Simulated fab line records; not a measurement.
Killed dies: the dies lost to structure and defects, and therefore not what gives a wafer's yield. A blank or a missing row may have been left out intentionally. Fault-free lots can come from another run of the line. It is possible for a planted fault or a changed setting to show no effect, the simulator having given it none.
The tool behind it: which one? + flow n5-finfet + 6 lots, 18 wafers sampled, at 6 steps of a route of 1938

== WHAT EACH GAUGE READ, for each wafer ==
N5_MOL_CONTACT_COAG_CD_MEAS_99: the cd target is 17.2 nm.
| lot  | measured    | on        | cd-nm (nm)        |
|------|-------------|-----------|-------------------|
| L289 | day 5 15:36 | cd-sem-03 | 16.94 17.23 17.39 |
| L293 | day 6 18:38 | cd-sem-02 | 17.38 16.42 17.44 |
| L298 | day 8 00:10 | cd-sem-03 | - - -             |
| L300 | day 8 10:26 | cd-sem-02 | - - -             |
| L304 | day 9 08:35 | cd-sem-01 | 17.21 16.62 17.01 |
| L306 | day 9 22:47 | cd-sem-02 | 17.73 17.01 17.42 |

== TOOL THAT RAN EACH LOT (tool first, then ch and the chambers of the sampled wafers, then the start) ==
| lot  | N5_GATE_CUT_ETCH_19               | N5_GATE_CUT_CMP_23           | N5_MOL_CONTACT_COAG_ETCH_106      | N5_MOL_CONTACT_COAG_CONTACT_ETCH_14 | N5_MOL_CONTACT_COAG_ETCH_15       |
|------|-----------------------------------|------------------------------|-----------------------------------|-------------------------------------|-----------------------------------|
| L289 | rie-diel-03 ch 0,1,2, day 5 11:34 | cmp-04 ch 1,2,3, day 5 13:41 | rie-diel-04 ch 1,2,3, day 5 15:17 | rie-diel-04 ch 1,2,3, day 5 15:23   | rie-diel-04 ch 1,2,3, day 5 15:25 |
| L293 | rie-diel-01 ch 1,2,3, day 6 14:44 | cmp-03 ch 0,1,2, day 6 16:49 | rie-diel-04 ch 1,2,3, day 6 18:19 | rie-diel-04 ch 1,2,3, day 6 18:25   | rie-diel-04 ch 1,2,3, day 6 18:27 |
| L298 | rie-diel-06 ch 1,3, day 7 19:34   | cmp-03 ch 1,2, day 7 22:20   | rie-diel-04 ch 1,2,3, day 7 23:51 | rie-diel-04 ch 1,2,3, day 7 23:57   | rie-diel-04 ch 1,2,3, day 7 23:59 |
| L300 | rie-diel-03 ch 0,2,3, day 8 06:19 | cmp-03 ch 0,1,2, day 8 08:21 | rie-diel-04 ch 0,2,3, day 8 10:07 | rie-diel-04 ch 0,2,3, day 8 10:13   | rie-diel-04 ch 0,2,3, day 8 10:16 |
| L304 | rie-diel-01 ch 1,3, day 9 04:41   | cmp-01 ch 0,2,3, day 9 06:48 | rie-diel-04 ch 0,1,2, day 9 08:16 | rie-diel-04 ch 0,1,2, day 9 08:22   | rie-diel-04 ch 0,1,2, day 9 08:24 |
| L306 | rie-diel-03 ch 0,1, day 9 18:43   | cmp-03 ch 1,2, day 9 20:48   | rie-diel-02 ch 2,3, day 9 22:28   | rie-diel-02 ch 2,3, day 9 22:34     | rie-diel-02 ch 2,3, day 9 22:36   |
- N5_GATE_CUT_ETCH_19: etches SiNx in CH3F/O2, target depth 53.7 nm, time 76.7 s.
- N5_GATE_CUT_CMP_23: polishes, stops on SiO2, t overpolish 23.4 s, target thk 16 nm.
- N5_MOL_CONTACT_COAG_ETCH_106: etches SOC in N2/H2, target depth 80 nm, overetch 16 nm, time 120 s.
- N5_MOL_CONTACT_COAG_CONTACT_ETCH_14: etches SiO2 in C4F6/O2, target depth 27.5 nm, overetch 8.5 nm, time 20 s.
- N5_MOL_CONTACT_COAG_ETCH_15: etches SiNx in CH3F/O2, stops on Si:P, target depth 7 nm.

== THE ANSWER, worked out from the rows above alone ==
Rule: the lots themselves supply what counts as usual. Put in order of their means at a reading, lots are off if they are a third of the lots or fewer, leave a main group of 4 or more, and stand apart from it by a gap of 3 or more times the standard deviation of the main group's means; of several such gaps the widest counts. If all means in a main group match to the digits the tables above print for the reading, that group is not used. A lot without any number at a reading at which 4 lots or more have one is off too. All remaining lots with rows at the step are treated as sound.
Off: L298, L300, at N5_MOL_CONTACT_COAG_CD_MEAS_99 (cd-nm). Without a number there: L298, L300. Main group: mean 17.15 nm, sd 0.16.
If a tool, at a process step before that reading, ran all the lots that are off and no sound lot after the first of them, it fits. Gauges at N5_MOL_CONTACT_COAG_CD_MEAS_99: tried the same way as those tools. No candidate that was tried fits.

== WHAT HAD BEEN PUT IN BY THE SIMULATOR ==
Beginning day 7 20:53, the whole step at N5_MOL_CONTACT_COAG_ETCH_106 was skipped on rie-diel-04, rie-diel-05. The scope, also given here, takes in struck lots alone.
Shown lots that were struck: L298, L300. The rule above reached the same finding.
